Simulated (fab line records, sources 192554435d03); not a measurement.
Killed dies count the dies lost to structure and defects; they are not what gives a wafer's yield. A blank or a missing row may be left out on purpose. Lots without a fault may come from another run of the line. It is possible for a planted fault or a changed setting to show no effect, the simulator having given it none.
fab line records    flow n5-finfet
record lots=12  wafers=36  last-day=17
route steps=1938 shown BEOL_M9@1459 BEOL_M10@1471 PASSIVATION@1936
lots that met no fault: taken from a fault-free run of the same line
start-h: the number of hours between the record's first day and the start of the first shown wafer of the lot    wait-h: hours elapsed since this lot's preceding step    " same as the row above    L1.1+2: a single row standing in for several wafers    - no value, or no start was given    * or withheld: withheld    < > ~ a bound
route shown NAME@n: a module of which the file shows steps, and the number in the route of the first    usual: mean and standard deviation over wafers with no fault    same: alike in all rows    chamber/n: place in a boat    sites: per-site readings    _std_site: their standard deviation    _edge_site: outer sites' mean less inner sites'    radius-mm: how far each site lies from the wafer's centre    mask NAME#n: copy n    behind: the most recent tool/chamber to have shaped the wafer    hold: cause of the lot's hold/its duration in hours/its outcome    device: which transistor (n, p or np) failed to switch    end of line: tests of these same wafers at the route's end    a step without rows: its recipe alone    killed: dies lost to structure and defects at the first sort, not the wafer's yield    map: dies across one wafer; x = killed, . = not, _ = none there
set.NAME: the setting that was run; set.NAME@STEP: the one run at that earlier step    model.NAME: the simulator's own value behind a step, which no gauge read
a sample of lots followed through the steps of the route, with each step as a table and each wafer as a row
services: when a tool's chamber went out of use (start-h, in hours from the record's first day, below 0 if earlier), for how many hours, and the reason
## steps
# step N5_BEOL_M9_SURFACE_TREAT_79
# recipe gas=Ar  time-s=*  ion-energy-ev=*  ion-current-ma-cm2=0.5  pressure-mtorr=*  ar-flow-sccm=30
# usual throttle-valve-pct=*
lot.wafer  tool            chamber  start-h  wait-h  throttle-valve-pct
L976.2     pvd-sputter-02  -        221.00   1.8     *
L976.3     "               -        "        "       *
L976.6     "               -        "        "       *
L977.1     pvd-sputter-02  -        221.04   1.5     *
L977.3     "               -        "        "       *
L977.6     "               -        "        "       *
L978.1     pvd-sputter-01  -        228.18   0.2     *
L978.5     "               -        "        "       *
L978.6     "               -        "        "       *
L979.3     pvd-sputter-02  -        228.94   0.4     *
L979.4     "               -        "        "       *
L979.5     "               -        "        "       *
L980.2     pvd-sputter-01  -        237.66   0.3     *
L980.4     "               -        "        "       *
L980.6     "               -        "        "       *
L982.2     pvd-sputter-02  -        262.94   0.2     *
L982.3     "               -        "        "       *
L982.6     "               -        "        "       *
L983.1     pvd-sputter-02  -        274.79   0.2     *
L983.4     "               -        "        "       *
L983.5     "               -        "        "       *
L986.1     pvd-sputter-01  -        290.67   0.2     *
L986.3     "               -        "        "       *
L986.4     "               -        "        "       *
L987.1     pvd-sputter-02  -        290.85   0.2     *
L987.2     "               -        "        "       *
L987.3     "               -        "        "       *
L988.1     pvd-sputter-02  -        292.15   0.4     *
L988.4     "               -        "        "       *
L988.5     "               -        "        "       *
L993.3     pvd-sputter-02  -        330.04   0.2     *
L993.5     "               -        "        "       *
L993.6     "               -        "        "       *
L996.1     pvd-sputter-01  -        346.01   0.3     *
L996.5     "               -        "        "       *
L996.6     "               -        "        "       *
# step N5_BEOL_M9_ECD_50
# recipe material=Cu  target-thk-a=3180
lot.wafer   tool       chamber  start-h  wait-h
L976.2+3+6  ecd-cu-01  1        221.30   0.1
L977.1+3+6  ecd-cu-02  1,0,1    221.35   0.1
L978.1+5+6  ecd-cu-01  1,0,1    228.50   0.1
L979.3+4+5  ecd-cu-01  0,1,0    229.36   0.1
L980.2+4+6  ecd-cu-01  0,0,1    237.96   0.1
L982.2+3+6  ecd-cu-02  1,1,0    263.33   0.1
L983.1+4+5  ecd-cu-01  1,0,1    275.10   0.1
L986.1+3+4  ecd-cu-02  1,0,1    291.18   0.1
L987.1+2+3  ecd-cu-02  1,0,1    291.34   0.1
L988.1+4+5  ecd-cu-02  0,1,0    293.48   0.1
L993.3+5+6  ecd-cu-01  0,0,1    330.49   0.1
L996.1+5+6  ecd-cu-01  0,1,0    346.61   0.1
# step N5_BEOL_M9_CMP_52
# recipe stop-on=SiCOH_lowk  t-overpolish-s=7  down-force-psi=1  platen-rpm=50  clearing-platen-down-force-psi=1.5  clearing-platen-rpm=50  post-cmp-clean=cu-alkaline  target-thk-nm=140  clearing-platen-pad-velocity-m-s=0.99484  pad-velocity-m-s=0.99484
# usual motor-current-A=6.1/0.53  retaining-ring-pressure-frac=1.000/0.0053  time-to-endpoint-s=68/4.7
lot.wafer  tool    chamber  start-h  wait-h  motor-current-A  retaining-ring-pressure-frac  time-to-endpoint-s
L976.3     cmp-02  0        221.81   0.2     5.6              1.002                         67
L976.2     "       2        "        "       5.4              0.998                         65
L976.6     "       0        "        "       5.6              0.999                         66
L977.1     cmp-04  0        221.99   0.3     6.5              1.001                         68
L977.3     "       2        "        "       6.4              0.997                         67
L977.6     "       1        "        "       5.1              1.005                         62
L978.1     cmp-01  2        228.96   0.3     6.9              0.998                         69
L978.6     "       2        "        "       6.8              0.991                         69
L978.5     "       3        "        "       6.2              0.992                         72
L979.3     cmp-02  0        229.95   0.2     5.7              0.994                         66
L979.4     "       1        "        "       6.3              1.002                         60
L979.5     "       3        "        "       5.7              0.997                         75
L980.4     cmp-01  0        238.56   0.1     6.2              1.001                         66
L980.2     "       2        "        "       6.7              1.002                         67
L980.6     "       1        "        "       6.5              0.995                         61
L982.2     cmp-02  0        263.74   0.2     5.9              0.997                         70
L982.3     "       2        "        "       5.5              0.999                         65
L982.6     "       0        "        "       5.7              1.007                         64
L983.1     cmp-01  0        275.60   0.3     6.0              1.000                         73
L983.4     "       1        "        "       6.6              1.005                         66
L983.5     "       2        "        "       6.5              0.996                         74
L986.3     cmp-04  3        291.83   0.2     5.9              1.004                         64
L986.4     "       0        "        "       6.7              0.995                         68
L986.1     "       1        "        "       5.3              1.002                         64
L987.1     cmp-01  1        292.39   0.4     6.9              0.999                         69
L987.3     "       2        "        "       6.9              1.007                         75
L987.2     "       3        "        "       6.3              0.999                         79
L988.1     cmp-02  1        293.89   0.3     6.2              1.004                         60
L988.4     "       3        "        "       5.8              1.003                         73
L988.5     "       1        "        "       6.5              1.002                         64
L993.3     cmp-01  3        330.98   0.3     6.1              0.998                         130
L993.6     "       0        "        "       5.9              1.003                         122
L993.5     "       1        "        "       7.3              1.000                         64
L996.1     cmp-02  2        347.32   0.3     5.7              1.004                         66
L996.5     "       0        "        "       5.7              1.007                         66
L996.6     "       1        "        "       6.3              0.999                         119
# step N5_BEOL_M9_THK_MEAS_53
# recipe thk-meas-gauge=xrf  reads=Cu_of_BEOL_M9_ECD_50
# usual M9_THK=142/4
lot.wafer  tool           chamber  start-h  wait-h  M9_THK[nm]
L976.2     film-metro-01  -        222.11   -       150
L976.3     "              -        "        "       147
L976.6     "              -        "        "       151
L977.1     film-metro-01  -        222.29   -       146
L977.3     "              -        "        "       146
L977.6     "              -        "        "       139
L978.1     film-metro-01  -        229.26   -       149
L978.5     "              -        "        "       142
L978.6     "              -        "        "       150
L979.3     film-metro-01  -        230.21   -       137
L979.4     "              -        "        "       139
L979.5     "              -        "        "       140
L980.2     film-metro-02  -        238.86   -       144
L980.4     "              -        "        "       137
L980.6     "              -        "        "       135
L982.2     film-metro-01  -        264.04   -       134
L982.3     "              -        "        "       142
L982.6     "              -        "        "       137
L983.1     film-metro-02  -        275.82   -       139
L983.4     "              -        "        "       141
L983.5     "              -        "        "       142
L986.1     film-metro-02  -        292.13   -       145
L986.3     "              -        "        "       145
L986.4     "              -        "        "       140
L987.1     film-metro-01  -        292.65   -       143
L987.2     "              -        "        "       147
L987.3     "              -        "        "       143
L988.1     film-metro-02  -        294.18   -       138
L988.4     "              -        "        "       136
L988.5     "              -        "        "       135
L993.3     film-metro-01  -        331.16   -       148
L993.5     "              -        "        "       145
L993.6     "              -        "        "       146
L996.1     film-metro-01  -        347.53   -       146
L996.5     "              -        "        "       146
L996.6     "              -        "        "       144
# step N5_BEOL_M10_CURE_71
# recipe temp-c=385  time-s=240  ambient=He/Ar  material=SiCOH_lowk
# usual lamp-power-pct=52.32/0.057  wafer_temp_C_max=386.6/0.7
lot.wafer  tool        chamber  start-h  wait-h  lamp-power-pct  wafer_temp_C_max
L976.2     uv-cure-03  0        222.48   0.1     52.34           387.0
L976.3     "           0        "        "       52.24           387.0
L976.6     "           0        "        "       52.37           386.6
L977.1     uv-cure-03  2        222.88   0.4     52.42           386.3
L977.3     "           2        "        "       52.29           386.1
L977.6     "           2        "        "       52.30           385.8
L978.1     uv-cure-02  0        229.56   0.1     52.38           386.2
L978.5     "           0        "        "       52.35           386.7
L978.6     "           0        "        "       52.43           386.3
L979.3     uv-cure-02  1        230.70   0.2     52.29           386.5
L979.4     "           1        "        "       52.24           386.3
L979.5     "           1        "        "       52.39           386.7
L980.2     uv-cure-01  0        239.21   0.1     52.21           385.9
L980.4     "           0        "        "       52.35           386.3
L980.6     "           0        "        "       52.28           386.2
L982.2     uv-cure-01  0        264.39   0.1     52.26           386.0
L982.3     "           0        "        "       52.23           386.2
L982.6     "           0        "        "       52.36           385.8
L983.1     uv-cure-01  2        276.11   0.0     52.27           387.3
L983.4     "           2        "        "       52.32           386.9
L983.5     "           2        "        "       52.35           387.0
L986.1     uv-cure-01  0        292.69   0.3     52.32           385.9
L986.3     "           0        "        "       52.31           386.1
L986.4     "           0        "        "       52.26           385.8
L987.1     uv-cure-01  2        293.17   0.3     52.32           387.1
L987.2     "           2        "        "       52.26           387.2
L987.3     "           2        "        "       52.44           387.3
L988.1     uv-cure-02  0        294.46   0.0     52.31           386.3
L988.4     "           0        "        "       52.37           386.4
L988.5     "           0        "        "       52.35           386.7
L993.3     uv-cure-02  0        331.60   0.2     52.31           386.1
L993.5     "           0        "        "       52.26           386.1
L993.6     "           0        "        "       52.42           386.0
L996.1     uv-cure-01  0        347.81   0.0     52.30           386.0
L996.5     "           0        "        "       52.22           386.0
L996.6     "           0        "        "       52.35           385.9
# step N5_PASSIVATION_PROBE_49
# usual defect-limited-yield=91.4/1.4  killed_at_M0_to_M3=34/8.9  killed_at_M4_up=13/4.6  killed-at-contacts=12/5.5  killed-at-front-end=41/11  killed-at-other=3.1/2.9  killed-dies=102/16  killed-open=66/11  killed-short=34/7.6  sort_bin_5_function=5.1/0.89  sort_bin_6_memory=3.2/0.61  sort_bin_8_speed=0.02/0.12  sort-n-pass=1078/16
# same gross-dies=1180  killed-at-back-side=0  sort_bin_4_leakage[%]=0
lot.wafer  tool       chamber  start-h  wait-h  defect-limited-yield[%]  killed_at_M0_to_M3  killed_at_M4_up  killed-at-contacts  killed-at-front-end  killed-at-other  killed-dies  killed-open  killed-short  sort_bin_5_function[%]  sort_bin_6_memory[%]  sort_bin_8_speed[%]  sort-n-pass
L978.1     prober-01  -        286.01   0.0     90.5                     48                  16               14                  32                   2                112          69           41            5.8                     3.1                   0                    1068
L978.5     prober-01  -        286.21   0.2     89.8                     54                  12               5                   46                   3                120          71           49            6.7                     3.1                   0                    1060
L978.6     prober-01  -        286.26   0.3     92.7                     36                  15               15                  15                   5                86           54           32            4.3                     2.8                   0                    1094
L986.1     prober-01  -        346.62   0.0     90.0                     41                  20               19                  34                   4                118          82           36            5.6                     3.7                   0                    1062
L986.3     prober-01  -        346.72   0.1     91.0                     31                  16               10                  47                   2                106          64           35            4.8                     3.5                   0                    1074
L986.4     prober-01  -        346.77   0.2     91.2                     27                  13               13                  47                   4                104          64           40            5.3                     3.3                   0                    1076
# killed by level:class
L978.1 BEOL_M0_SAQP:geometric-particle:open=13 BEOL_M0_SAQP:geometric-particle:short=11 MOL_CONTACT_COAG:geometric-particle:open=11 FIN_SAQP:geometric-particle:open=10 BEOL_M1:geometric-particle:short=8 BEOL_M4:geometric-particle:open=8 BEOL_M3:geometric-particle:open=7 FIN_SAQP:geometric-particle:short=6
L978.5 BEOL_M0_SAQP:geometric-particle:open=21 BEOL_M0_SAQP:geometric-particle:short=18 FIN_SAQP:geometric-particle:short=13 BEOL_M1:geometric-particle:open=9 STI_FIN_REVEAL:geometric-particle:open=7 FIN_SAQP:geometric-particle:open=6 MOL_CONTACT_COAG:geometric-particle:open=5 BEOL_M4:geometric-particle:open=5
L978.6 BEOL_M0_SAQP:geometric-particle:short=15 MOL_CONTACT_COAG:geometric-particle:open=14 BEOL_M5:geometric-particle:open=8 BEOL_M0_SAQP:geometric-particle:open=7 BEOL_M2:geometric-particle:open=4 STARTING-WAFER:geometric-particle:open=4 BEOL_M1:geometric-particle:open=3 BEOL_M3:geometric-particle:open=3
L986.1 BEOL_M0_SAQP:geometric-particle:open=15 MOL_CONTACT_COAG:geometric-particle:open=11 BEOL_M4:geometric-particle:open=10 FIN_SAQP:geometric-particle:open=8 MOL_CONTACT_COAG:geometric-particle:short=8 BEOL_M3:geometric-particle:open=7 BEOL_M0_SAQP:geometric-particle:short=6 FIN_SAQP:geometric-particle:short=5
L986.3 FIN_SAQP:geometric-particle:open=11 STI_FIN_REVEAL:geometric-particle:open=11 BEOL_M0_SAQP:geometric-particle:short=11 MOL_CONTACT_COAG:geometric-particle:open=8 BEOL_M0_SAQP:geometric-particle:open=7 HKMG_FIN:area-etch=7 BEOL_M4:geometric-particle:open=6 STARTING-WAFER:geometric-particle:short=6
L986.4 FIN_SAQP:geometric-particle:short=17 FIN_SAQP:geometric-particle:open=15 MOL_CONTACT_COAG:geometric-particle:open=12 BEOL_M0_SAQP:geometric-particle:open=8 BEOL_M0:geometric-particle:open=7 STI_FIN_REVEAL:geometric-particle:open=6 BEOL_M0_SAQP:geometric-particle:short=5 BEOL_M4:geometric-particle:short=4
## services
tool        chamber  start-h  hours  kind
cmp-02      -        202.92   8.9    pm
ecd-cu-02   -        205.79   1.1    repair
cmp-01      -        210.70   7.7    pm
uv-cure-03  -        211.62   1.1    repair
cmp-01      -        220.48   4.0    pm
cmp-01      -        224.48   -      consumable-replace:conditioner
cmp-01      -        224.48   -      consumable-replace:pad
ecd-cu-02   -        234.98   2.4    repair
cmp-02      -        244.64   4.0    pm
cmp-02      -        248.64   -      consumable-replace:conditioner
cmp-02      -        248.64   -      consumable-replace:pad
uv-cure-02  -        260.92   7.5    pm
cmp-01      -        272.34   2.0    repair
cmp-02      -        277.85   2.9    repair
uv-cure-02  -        284.44   1.2    repair
cmp-04      -        285.28   2.5    repair
cmp-02      -        290.07   2.5    repair
cmp-01      -        307.40   6.7    repair
cmp-02      -        321.75   4.9    repair
ecd-cu-01   -        327.49   2.3    repair
cmp-04      -        346.21   3.6    pm
## key
first-sign step=N5_BEOL_M9_CMP_52  reading=time-to-endpoint-s  direction=up  sigmas=12  usual=*  struck=*
effect none on later readings
met-at N5_BEOL_M9_ECD_50
struck-lots L993,L996
struck-wafers L993.3,L993.6,L996.6
not-acting-at N5_BEOL_M9_SURFACE_TREAT_79,N5_BEOL_M9_THK_MEAS_53,N5_BEOL_M10_CURE_71
onset-between 275.10 330.49
fault kind=process-parameter-drift  tool=ecd-cu-01  chamber=-  onset-h=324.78  steps=N5_BEOL_M9_ECD_50  channel=target-thk-a  offset=*  shape=step  end-h=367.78  scope=struck-wafers-only  acts-in=*  stated=*
